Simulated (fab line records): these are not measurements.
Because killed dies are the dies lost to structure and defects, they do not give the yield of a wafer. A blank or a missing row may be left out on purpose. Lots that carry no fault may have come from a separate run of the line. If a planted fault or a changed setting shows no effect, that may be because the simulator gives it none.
The tool behind it: which one?    flow n5 finfet    route of 1938 steps, sampled at 1 step: 12 lots, 36 wafers

WHAT THE GAUGES READ, wafer by wafer
N5_BEOL_M12_INSPECT_55: inspects for defects (darkfield).
lot   measured      on                 raw defect count
L079  day 12 05:22  defect inspect-01  42 65 88
L077  day 12 06:29  defect inspect-02  65 115 86
L078  day 12 20:42  defect inspect-01  62 65 42
L081  day 13 09:16  defect inspect-02  63 71 73
L085  day 14 09:55  defect inspect-02  111 101 57
L086  day 15 20:22  defect inspect-02  54 91 53
L083  day 16 08:35  defect inspect-01  62 77 42
L087  day 16 17:24  defect inspect-02  54 30 41
L093  day 17 15:17  defect inspect-01  96 57 85
L091  day 18 01:22  defect inspect-02  72 54 91
L097  day 18 10:13  defect inspect-02  88 81 60
L096  day 19 05:04  defect inspect-02  37 52 55

WHAT TOOL EACH LOT RAN ON (gives the tool, then ch and the chambers of the sampled wafers, and finally the start)
Record: no process step prior to these readings.

THE ANSWER, worked out from the rows above alone
Rule: what is usual is taken from the lots themselves. The widest of any qualifying gaps counts: lots, ordered by their means at a reading, are off when they make up no more than a third of the lots, leave a main group of 4 or more, and stand apart from it by 3 or more times the standard deviation of that group's means. If all means in a main group match to the digits the tables above print for the reading, that group is not used. A lot without any number at a reading at which 4 lots or more have one is off too. All remaining lots with rows at the step are treated as sound.
No lot is off at any reading shown: from this, nothing can be told.

WHAT WAS PUT IN BY THE SIMULATOR
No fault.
